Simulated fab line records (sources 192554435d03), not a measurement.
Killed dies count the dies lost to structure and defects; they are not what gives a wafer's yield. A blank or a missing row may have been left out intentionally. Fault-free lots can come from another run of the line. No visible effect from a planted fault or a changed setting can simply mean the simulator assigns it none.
fab line records | flow n5-finfet
record: lots: 10 | wafers: 28 | last-day: 18
route steps=1938 shown FIN_SAQP@102 BEOL_M4@1111 PASSIVATION@1936
lots untouched by any fault: they come from a run of this same line in which no faults occurred
start-h: start of the lot's first displayed wafer, in hours after the record's first day | wait-h: hours elapsed since this lot's preceding step | " identical to the entry in the row above | L1.1+2: a single row standing in for several wafers | - no value, or no start given | * or withheld: withheld | < > ~ a bound
route shown NAME@n: a module of which the file shows steps, and the number in the route of the first | usual: mean/standard deviation taken from wafers without a fault | same: alike in all rows | chamber/n: place in a boat | sites: per-site readings | _std_site: how widely they spread, as a standard deviation | _edge_site: the outer-site mean with the inner-site mean subtracted | radius-mm: for every site, how far away it sits from the centre of the wafer | mask NAME#n: copy n | behind: the last tool/chamber to shape the wafer | hold: what put the lot on hold/how long, in hours/how the hold closed | device: the transistor (n, p or np) that didn't switch | end of line: the route-end tests of the same wafers | a step with no rows: only its recipe | killed: at the first sort, the dies lost to defects and structure; wafer yield is something else | map: dies across one wafer; x = killed, . = not, _ = none there
set.NAME: setting as actually run; set.NAME@STEP: the setting as run at that earlier step | model.NAME: the simulator's own value behind a step, which no gauge read
one table for each step of the route and one row for each wafer, over a sample of lots
services: a tool's chamber out of use, with start hour (start-h, from the record's first day; less than 0 if before it), hours out, and reason
== steps ==
step: N5_FIN_SAQP_HM_DEP_72
recipe: material: SiO2 | target-thk-a: 120 | temp-c: 400 | precursor: SiH4/N2O | pressure-torr: 0.75 | rf-w: 275 | time-s: 7.2
usual: heater-power-w: 776/74 | showerhead-plenum-p-Torr: 8.13/0.11
same: time-s: 7.2
lot.wafer | tool     | chamber | start-h | wait-h | heater-power-w | showerhead-plenum-p-Torr | since-wet-clean-h
L466.1    | pecvd-01 | 2       | 39.73   | 0.0    | 742            | 8.20                     | 352
L466.4    | "        | 0       | "       | "      | 837            | 8.01                     | -
L466.6    | "        | 1       | "       | "      | 818            | 8.25                     | -
L468.3    | pecvd-02 | 2       | 51.44   | 0.0    | 746            | 8.17                     | 2024
L468.5    | "        | 2       | "       | "      | 748            | 8.16                     | -
L468.6    | "        | 0       | "       | "      | 814            | 7.89                     | -
L470.1    | pecvd-03 | 0       | 64.12   | 0.0    | 887            | 8.00                     | 768
L470.2    | "        | 2       | "       | "      | 785            | 8.12                     | 14
L470.6    | "        | 2       | "       | "      | 780            | 8.16                     | -
L471.1    | pecvd-01 | 2       | 69.53   | 0.0    | 739            | 8.21                     | 382
L471.3    | "        | 0       | "       | "      | 737            | 8.01                     | 1136
L471.4    | "        | 0       | "       | "      | 718            | 8.00                     | -
L472.2    | pecvd-02 | 0       | 75.82   | 0.0    | 814            | 7.89                     | 598
L472.4    | "        | 1       | "       | "      | 659            | 8.09                     | -
L478.2    | pecvd-03 | 0       | 111.42  | 0.0    | 924            | 8.01                     | 815
L478.3    | "        | 2       | "       | "      | 731            | 8.13                     | 61
L478.4    | "        | 2       | "       | "      | 764            | 8.12                     | -
L482.1    | pecvd-01 | 1       | 135.72  | 0.0    | 756            | 8.23                     | 1927
L482.2    | "        | 2       | "       | "      | 684            | 8.22                     | 448
L482.3    | "        | 0       | "       | "      | 847            | 8.04                     | 1202
L483.4    | pecvd-01 | 2       | 141.19  | 0.1    | 721            | 8.21                     | -
L483.6    | "        | 1       | "       | "      | 844            | 8.26                     | -
L485.1    | pecvd-03 | 1       | 153.11  | 0.0    | 743            | 8.23                     | 1582
L485.2    | "        | 0       | "       | "      | 909            | 8.01                     | 857
L485.6    | "        | 0       | "       | "      | 873            | 8.03                     | -
L486.1    | pecvd-03 | 2       | 159.23  | 0.0    | 781            | 8.14                     | 109
L486.3    | "        | 1       | "       | "      | 756            | 8.24                     | 1588
L486.6    | "        | 0       | "       | "      | 815            | 7.99                     | -
step: N5_FIN_SAQP_OVL_MEAS_17
recipe: points-per-wafer: 44
usual: FIN_CORE_OVL: 0.1/0.79
lot.wafer | tool       | chamber | start-h | wait-h | FIN_CORE_OVL[nm]
L466.1    | overlay-02 | 0       | 40.22   | 0.0    | -0.3
L466.4    | "          | 0       | "       | "      | -0.9
L466.6    | "          | 0       | "       | "      | -0.7
L468.3    | overlay-02 | 0       | 51.81   | 0.0    | 0.5
L468.5    | "          | 0       | "       | "      | -0.2
L468.6    | "          | 0       | "       | "      | 0.4
L470.1    | overlay-02 | 0       | 64.60   | 0.0    | -0.3
L470.2    | "          | 0       | "       | "      | 0.1
L470.6    | "          | 0       | "       | "      | 0.6
L471.1    | overlay-01 | 0       | 70.03   | 0.0    | -0.4
L471.3    | "          | 0       | "       | "      | -1.0
L471.4    | "          | 0       | "       | "      | -0.8
L472.2    | overlay-02 | 0       | 76.31   | 0.0    | -0.4
L472.4    | "          | 0       | "       | "      | 0.6
L478.2    | overlay-01 | 0       | 111.91  | 0.0    | -0.5
L478.3    | "          | 0       | "       | "      | 0.1
L478.4    | "          | 0       | "       | "      | 0.8
L482.1    | overlay-02 | 0       | 136.20  | 0.0    | -0.1
L482.2    | "          | 0       | "       | "      | -0.9
L482.3    | "          | 0       | "       | "      | -0.5
L483.4    | overlay-02 | 0       | 141.66  | 0.0    | 2.4
L483.6    | "          | 0       | "       | "      | 0.1
L485.1    | overlay-02 | 0       | 153.60  | 0.0    | 1.1
L485.2    | "          | 0       | "       | "      | -1.1
L485.6    | "          | 0       | "       | "      | -0.7
L486.1    | overlay-01 | 0       | 159.72  | 0.0    | -0.9
L486.3    | "          | 0       | "       | "      | -0.6
L486.6    | "          | 0       | "       | "      | -0.6
step: N5_FIN_SAQP_MANDREL_ETCH_22
recipe: target-depth-a: 600 | chemistry: HBr/Cl2 | target: a-Si | stop-on: SiNx | bt-time-s: 10 | over-etch-frac: 0.5 | time-s: 30 | pressure-mtorr: 10 | icp-w: 800 | bias-w: 75 | HBr_flow_sccm: 150 | Cl2_flow_sccm: 80 | ends: end-point
usual: chamber-pressure-mTorr: 10.001/0.0095 | drypump-motor-current-A: 5.96/0.29 | mfc-cl2-sccm: 80.02/0.23 | oes-product-au: 0.770/0.013 | throttle-valve-pct: 35.5/0.31
lot.wafer | tool      | chamber | start-h | wait-h | chamber-pressure-mTorr | drypump-motor-current-A | mfc-cl2-sccm | oes-product-au | rf-hours-counter-h | throttle-valve-pct
L466.1    | rie-si-01 | 3       | 40.56   | 0.0    | 10.019                 | 6.27                    | 79.74        | 0.784          | 140                | 35.3
L466.4    | "         | 0       | "       | "      | 10.009                 | 5.62                    | 79.89        | 0.759          | 83                 | 35.6
L466.6    | "         | 2       | "       | "      | 9.999                  | 6.14                    | 79.93        | 0.759          | -                  | 35.3
L468.3    | rie-si-01 | 1       | 52.15   | 0.0    | 9.988                  | 6.33                    | 80.09        | 0.750          | 116                | 35.6
L468.5    | "         | 0       | "       | "      | 10.007                 | 5.64                    | 79.76        | 0.777          | -                  | 35.6
L468.6    | "         | 1       | "       | "      | 9.996                  | 6.30                    | 79.91        | 0.758          | -                  | 35.6
L470.1    | rie-si-01 | 2       | 64.98   | 0.0    | 10.011                 | 6.14                    | 66.17        | 0.742          | 40                 | 34.2
L470.2    | "         | 3       | "       | "      | 9.986                  | 6.24                    | 79.70        | 0.767          | 141                | 35.4
L470.6    | "         | 3       | "       | "      | 9.993                  | 6.27                    | 80.12        | 0.788          | -                  | 35.3
L471.1    | rie-si-01 | 0       | 70.37   | 0.0    | 9.999                  | 5.63                    | 80.28        | 0.769          | 84                 | 35.6
L471.3    | "         | 1       | "       | "      | 10.015                 | 6.32                    | 80.11        | 0.761          | 116                | 35.6
L471.4    | "         | 2       | "       | "      | 9.991                  | 6.16                    | 66.43        | 0.757          | 40                 | 34.2
L472.2    | rie-si-01 | 3       | 76.65   | 0.0    | 10.005                 | 6.26                    | 80.08        | 0.777          | 141                | 35.3
L472.4    | "         | 1       | "       | "      | 9.995                  | 6.31                    | 80.47        | 0.761          | 116                | 35.6
L478.2    | rie-si-06 | 0       | 112.25  | 0.0    | 9.984                  | 5.47                    | 80.16        | 0.766          | 74                 | 35.7
L478.3    | "         | 3       | "       | "      | 9.994                  | 6.10                    | 79.82        | 0.768          | 73                 | 35.7
L478.4    | "         | 2       | "       | "      | 9.999                  | 5.81                    | 80.13        | 0.779          | 64                 | 34.9
L482.1    | rie-si-01 | 2       | 136.54  | 0.0    | 9.995                  | 6.16                    | 79.99        | 0.747          | 41                 | 35.3
L482.2    | "         | 1       | "       | "      | 9.986                  | 6.28                    | 80.46        | 0.749          | 117                | 35.6
L482.3    | "         | 0       | "       | "      | 10.012                 | 5.63                    | 80.19        | 0.760          | 85                 | 35.6
L483.4    | rie-si-01 | 0       | 142.00  | 0.0    | 10.011                 | 5.59                    | 80.20        | 0.778          | 85                 | 35.6
L483.6    | "         | 3       | "       | "      | 10.004                 | 6.26                    | 80.53        | 0.780          | -                  | 35.3
L485.1    | rie-si-06 | 0       | 153.99  | 0.0    | 10.013                 | 5.44                    | 79.98        | 0.781          | 75                 | 35.7
L485.2    | "         | 3       | "       | "      | 10.018                 | 6.09                    | 79.74        | 0.773          | 74                 | 35.7
L485.6    | "         | 0       | "       | "      | 9.992                  | 5.47                    | 79.81        | 0.793          | -                  | 35.7
L486.1    | rie-si-01 | 3       | 160.13  | 0.0    | 10.001                 | 6.30                    | 80.54        | 0.777          | 142                | 35.4
L486.3    | "         | 0       | "       | "      | 10.007                 | 5.64                    | 79.89        | 0.778          | 86                 | 35.6
L486.6    | "         | 3       | "       | "      | 10.018                 | 6.27                    | 80.02        | 0.776          | -                  | 35.3
step: N5_FIN_SAQP_RECESS_75
recipe: chemistry: HF/NH3 | target: SiO2 | target-depth-a: 144 | afs-cycles: 3 | temp-c: 30 | sublimation-temp-c: 180 | sublimation-time-s: 60
usual: drypump-motor-current-A: 5.48/0.2 | sublimation-temp-c: 180.00/0.16
lot.wafer | tool          | chamber | start-h | wait-h | drypump-motor-current-A | sublimation-temp-c
L466.1    | vapor-etch-02 | 0       | 41.03   | 0.0    | 5.61                    | 180.24
L466.4    | "             | 1       | "       | "      | 5.24                    | 179.92
L466.6    | "             | 0       | "       | "      | 5.63                    | 180.09
L468.3    | vapor-etch-01 | 1       | 52.69   | 0.1    | 5.74                    | 179.73
L468.5    | "             | 1       | "       | "      | 5.72                    | 179.59
L468.6    | "             | 0       | "       | "      | 5.32                    | 180.23
L470.1    | vapor-etch-01 | 0       | 65.50   | 0.0    | 5.34                    | 179.86
L470.2    | "             | 1       | "       | "      | 5.73                    | 179.73
L470.6    | "             | 1       | "       | "      | 5.68                    | 179.93
L471.1    | vapor-etch-02 | 1       | 70.88   | 0.0    | 5.24                    | 179.89
L471.3    | "             | 0       | "       | "      | 5.65                    | 180.22
L471.4    | "             | 1       | "       | "      | 5.25                    | 180.08
L472.2    | vapor-etch-02 | 1       | 77.07   | 0.0    | 5.27                    | 180.03
L472.4    | "             | 0       | "       | "      | 5.67                    | 180.37
L478.2    | vapor-etch-01 | 0       | 112.68  | 0.0    | 5.35                    | 179.87
L478.3    | "             | 1       | "       | "      | 5.73                    | 179.65
L478.4    | "             | 0       | "       | "      | 5.36                    | 180.06
L482.1    | vapor-etch-02 | 0       | 137.03  | 0.0    | 5.63                    | 180.05
L482.2    | "             | 1       | "       | "      | 5.25                    | 180.00
L482.3    | "             | 1       | "       | "      | 5.27                    | 180.17
L483.4    | vapor-etch-02 | 0       | 142.54  | 0.1    | 5.67                    | 179.74
L483.6    | "             | 0       | "       | "      | 5.67                    | 180.04
L485.1    | vapor-etch-01 | 1       | 154.46  | 0.0    | 5.72                    | 179.97
L485.2    | "             | 0       | "       | "      | 5.34                    | 179.79
L485.6    | "             | 0       | "       | "      | 5.34                    | 180.02
L486.1    | vapor-etch-01 | 1       | 160.79  | 0.0    | 5.71                    | 179.89
L486.3    | "             | 0       | "       | "      | 5.35                    | 179.96
L486.6    | "             | 0       | "       | "      | 5.35                    | 179.72
step: N5_BEOL_M4_RC_MEAS_101
usual: DIBL_N: 36.1/1.9 | DIBL_P: 36.4/2.5 | IOFF_N: 0.16/0.036 | IOFF_P: 0.22/0.038 | ION_N: 672/11 | ION_P: 462/8 | SS_N: 71.6/0.68 | SS_P: 73.3/0.77 | VT_N: 250/3.3 | VT_P: -250/3.6
lot.wafer | tool      | chamber | start-h | wait-h | DIBL_N[mV/V] | DIBL_P[mV/V] | IOFF_N[nA/um] | IOFF_P[nA/um] | ION_N[uA/um] | ION_P[uA/um] | SS_N[mV/dec] | SS_P[mV/dec] | VT_N[mV] | VT_P[mV]
L466.1    | prober-01 | 0       | 199.49  | 0.0    | 32.8         | 33.3         | 0.12          | 0.19          | 667          | 460          | 70.5         | 72.5         | 253      | -251
L466.4    | "         | 0       | "       | "      | 32.5         | 31.6         | 0.11          | 0.15          | 651          | 446          | 70.9         | 72.8         | 256      | -254
L466.6    | "         | 0       | "       | "      | 31.0         | 30.9         | 0.10          | 0.15          | 652          | 457          | 70.5         | 71.2         | 254      | -253
L468.3    | prober-02 | 0       | 204.92  | 0.3    | 34.8         | 34.7         | 0.15          | 0.18          | 665          | 457          | 71.2         | 73.2         | 251      | -251
L468.5    | "         | 0       | "       | "      | 36.2         | 36.6         | 0.16          | 0.20          | 653          | 450          | 71.5         | 73.5         | 250      | -252
L468.6    | "         | 0       | "       | "      | 38.0         | 39.7         | 0.21          | 0.25          | 689          | 469          | 72.2         | 73.8         | 245      | -249
L470.1    | prober-01 | 0       | 222.05  | 0.0    | 36.7         | 37.6         | 0.18          | 0.25          | 683          | 469          | 72.4         | 73.7         | 249      | -246
L470.2    | "         | 0       | "       | "      | 35.2         | 34.0         | 0.14          | 0.19          | 671          | 462          | 72.2         | 72.9         | 251      | -253
L470.6    | "         | 0       | "       | "      | 36.3         | 36.4         | 0.17          | 0.23          | 680          | 468          | 71.4         | 73.7         | 247      | -248
L471.1    | prober-02 | 0       | 231.09  | 0.0    | 37.7         | 36.8         | 0.17          | 0.23          | 684          | 466          | 71.6         | 72.6         | 249      | -252
L471.3    | "         | 0       | "       | "      | 37.1         | 37.5         | 0.16          | 0.24          | 676          | 464          | 71.7         | 72.6         | 248      | -245
L471.4    | "         | 0       | "       | "      | 33.0         | 32.3         | 0.10          | 0.18          | 658          | 465          | 70.5         | 71.5         | 254      | -252
L472.2    | prober-02 | 0       | 242.44  | 0.2    | 37.5         | 38.4         | 0.19          | 0.26          | 678          | 468          | 73.0         | 73.8         | 248      | -247
L472.4    | "         | 0       | "       | "      | 38.1         | 38.3         | 0.20          | 0.26          | 686          | 468          | 71.9         | 74.2         | 246      | -246
L478.2    | prober-01 | 0       | 288.11  | 0.2    | 34.9         | 33.6         | 0.13          | 0.24          | 663          | 472          | 70.4         | 72.7         | 251      | -243
L478.3    | "         | 0       | "       | "      | 35.8         | 32.5         | 0.14          | 0.22          | 660          | 463          | 70.8         | 73.4         | 250      | -242
L478.4    | "         | 0       | "       | "      | 37.4         | 36.1         | 0.16          | 0.30          | 672          | 474          | 71.4         | 73.4         | 252      | -240
L482.1    | prober-02 | 0       | 309.15  | 0.0    | 36.5         | 37.3         | 0.16          | 0.22          | 675          | 468          | 71.6         | 73.4         | 249      | -249
L482.2    | "         | 0       | "       | "      | 37.7         | 37.8         | 0.18          | 0.22          | 683          | 462          | 71.6         | 74.1         | 251      | -251
L482.3    | "         | 0       | "       | "      | 34.7         | 34.8         | 0.13          | 0.18          | 659          | 456          | 71.2         | 73.0         | 251      | -254
L483.4    | prober-01 | 0       | 310.98  | 0.5    | 33.9         | 32.8         | 0.14          | 0.20          | 669          | 474          | 71.3         | 71.6         | 251      | -247
L483.6    | "         | 0       | "       | "      | 34.4         | 35.4         | 0.14          | 0.23          | 675          | 474          | 71.8         | 73.3         | 252      | -244
L485.1    | prober-02 | 0       | 326.95  | 0.0    | 32.3         | 33.4         | 0.13          | 0.16          | 667          | 454          | 70.2         | 72.0         | 253      | -254
L485.2    | "         | 0       | "       | "      | 33.8         | 34.3         | 0.15          | 0.17          | 667          | 457          | 70.9         | 71.7         | 252      | -254
L485.6    | "         | 0       | "       | "      | 34.3         | 33.7         | 0.15          | 0.16          | 660          | 449          | 72.2         | 72.4         | 254      | -255
L486.1    | prober-01 | 0       | 328.62  | 0.0    | 36.8         | 36.1         | 0.15          | 0.17          | 663          | 446          | 71.7         | 73.0         | 253      | -254
L486.3    | "         | 0       | "       | "      | 36.1         | 33.4         | 0.13          | 0.14          | 655          | 442          | 71.0         | 71.8         | 256      | -258
L486.6    | "         | 0       | "       | "      | 36.7         | 35.1         | 0.14          | 0.16          | 660          | 445          | 72.1         | 73.0         | 255      | -257
step: N5_PASSIVATION_PROBE_49
usual: defect-limited-yield: 91.2/1.4 | killed_at_M0_to_M3: 34/11 | killed_at_M4_up: 14/6.3 | killed-at-contacts: 13/7.4 | killed-at-front-end: 38/11 | killed-at-other: 4.3/2.9 | killed-dies: 103/17 | killed-open: 68/12 | killed-short: 34/8 | sort_bin_5_function: 5.1/0.9 | sort_bin_6_memory: 3.3/0.66 | sort-n-pass: 1077/17 | sort-yield-pct: 91.2/1.4
same: gross-dies: 1180 | killed-at-back-side: 0 | sort_bin_4_leakage[%]: 0 | sort_bin_8_speed[%]: 0
lot.wafer | tool      | chamber | start-h | wait-h | defect-limited-yield[%] | killed_at_M0_to_M3 | killed_at_M4_up | killed-at-contacts | killed-at-front-end | killed-at-other | killed-dies | killed-open | killed-short | sort_bin_5_function[%] | sort_bin_6_memory[%] | sort-n-pass | sort-yield-pct[%]
L466.1    | prober-01 | -       | 309.80  | 0.0    | 91.4                    | 42                 | 15              | 7                  | 33                  | 5               | 102         | 68          | 34           | 4.5                    | 3.9                  | 1078        | 91.4
L466.4    | prober-01 | -       | 309.95  | 0.2    | 91.4                    | 39                 | 13              | 13                 | 35                  | 1               | 101         | 65          | 31           | 4.9                    | 3.1                  | 1079        | 91.4
L466.6    | prober-01 | -       | 310.05  | 0.3    | 94.2                    | 25                 | 13              | 3                  | 26                  | 1               | 68          | 44          | 24           | 3.8                    | 1.9                  | 1112        | 94.2
L472.2    | prober-02 | -       | 346.01  | 0.1    | 91.2                    | 47                 | 8               | 15                 | 32                  | 2               | 104         | 68          | 35           | 4.6                    | 3.8                  | 1076        | 91.2
L472.4    | prober-02 | -       | 346.11  | 0.2    | 90.3                    | 45                 | 12              | 10                 | 42                  | 5               | 114         | 71          | 41           | 5.4                    | 4.0                  | 1066        | 90.3
killed by level:class
L466.1 BEOL_M0_SAQP:geometric-particle:open=14 FIN_SAQP:geometric-particle:short=12 BEOL_M1:geometric-particle:open=11 MOL_CONTACT_COAG:geometric-particle:open=6 BEOL_M0_SAQP:geometric-particle:short=6 DUMMY_GATE:geometric-particle:open=5 FIN_SAQP:geometric-particle:open=4 BEOL_M2:geometric-particle:open=4
L466.4 BEOL_M1:geometric-particle:open=14 BEOL_M3:geometric-particle:open=14 MOL_CONTACT_COAG:geometric-particle:open=10 FIN_SAQP:geometric-particle:short=7 FIN_SAQP:geometric-particle:open=5 ILD0:geometric-particle:short=4 BEOL_M4:geometric-particle:open=4 STARTING-WAFER:geometric-particle:short=4
L466.6 BEOL_M1:geometric-particle:open=10 STI_FIN_REVEAL:geometric-particle:open=5 BEOL_M0_SAQP:geometric-particle:short=5 DUMMY_GATE:geometric-particle:open=4 BEOL_M5:geometric-particle:open=4 DUMMY_GATE:geometric-particle:short=3 GATE_CUT:geometric-particle:short=3 MOL_CONTACT_COAG:geometric-particle:short=3
L472.2 BEOL_M0_SAQP:geometric-particle:open=19 MOL_CONTACT_COAG:geometric-particle:open=13 BEOL_M0_SAQP:geometric-particle:short=10 BEOL_M2:geometric-particle:open=9 FIN_SAQP:geometric-particle:open=8 STI_FIN_REVEAL:geometric-particle:open=8 FIN_SAQP:geometric-particle:short=5 BEOL_M2:geometric-particle:short=5
L472.4 FIN_SAQP:geometric-particle:open=15 FIN_SAQP:geometric-particle:short=12 BEOL_M2:geometric-particle:open=11 MOL_CONTACT_COAG:geometric-particle:open=9 BEOL_M0_SAQP:geometric-particle:open=8 BEOL_M0_SAQP:geometric-particle:short=8 BEOL_M2:geometric-particle:short=8 BEOL_M4:geometric-particle:open=4
== services ==
tool          | chamber | start-h | hours | kind
pecvd-03      | 2       | 21.12   | -     | clean
pecvd-03      | 2       | 21.12   | -     | consumable-replace:showerhead
pecvd-03      | 2       | 21.12   | 29.0  | scheduled-down
pecvd-03      | 2       | 21.12   | 29.0  | vent-cycle
pecvd-03      | 1       | 25.49   | 7.4   | repair
vapor-etch-02 | -       | 26.62   | 0.7   | repair
pecvd-02      | 0       | 33.13   | 5.5   | scheduled-down
rie-si-06     | 2       | 33.96   | 1.6   | repair
rie-si-06     | 2       | 37.35   | 1.3   | repair
pecvd-03      | 0       | 45.74   | 16.5  | scheduled-down
rie-si-01     | 3       | 52.05   | 5.1   | repair
rie-si-06     | -       | 52.93   | 14.6  | pm
pecvd-02      | -       | 59.85   | 1.6   | repair
pecvd-03      | 0       | 69.98   | 2.1   | scheduled-down
pecvd-02      | 2       | 70.25   | 5.5   | scheduled-down
pecvd-01      | -       | 78.00   | 2.8   | pm
pecvd-02      | -       | 90.81   | 28.1  | pm
rie-si-06     | 1       | 95.02   | 6.8   | repair
pecvd-01      | -       | 100.34  | 0.5   | repair
vapor-etch-01 | 1       | 103.15  | 3.1   | repair
vapor-etch-02 | -       | 114.03  | 2.8   | pm
pecvd-03      | -       | 135.86  | 14.6  | pm
pecvd-02      | -       | 136.68  | 1.4   | repair
== key ==
first-sign: step: N5_FIN_SAQP_MANDREL_ETCH_22 | reading: mfc-cl2-sccm | direction: down | sigmas: 60 | usual: 80.02 | struck: 66.30
effect: step: N5_FIN_SAQP_MANDREL_ETCH_22 | reading: throttle-valve-pct | direction: down | sigmas: 4.3 | usual: * | struck: *
met-at N5_FIN_SAQP_MANDREL_ETCH_22
struck-lots L470,L471
struck-wafers L470.1,L471.4
not-acting-at N5_FIN_SAQP_HM_DEP_72,N5_FIN_SAQP_OVL_MEAS_17,N5_FIN_SAQP_RECESS_75
onset-between 40.56 64.98
fault: kind: process-parameter-drift | tool: rie-si-01 | chamber: 2 | onset-h: 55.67 | steps: N5_FIN_SAQP_MANDREL_ETCH_22 | channel: Cl2_flow_sccm | offset: -13.68 | shape: step | end-h: 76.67 | acts-in: these-recipes-only | stated: 80
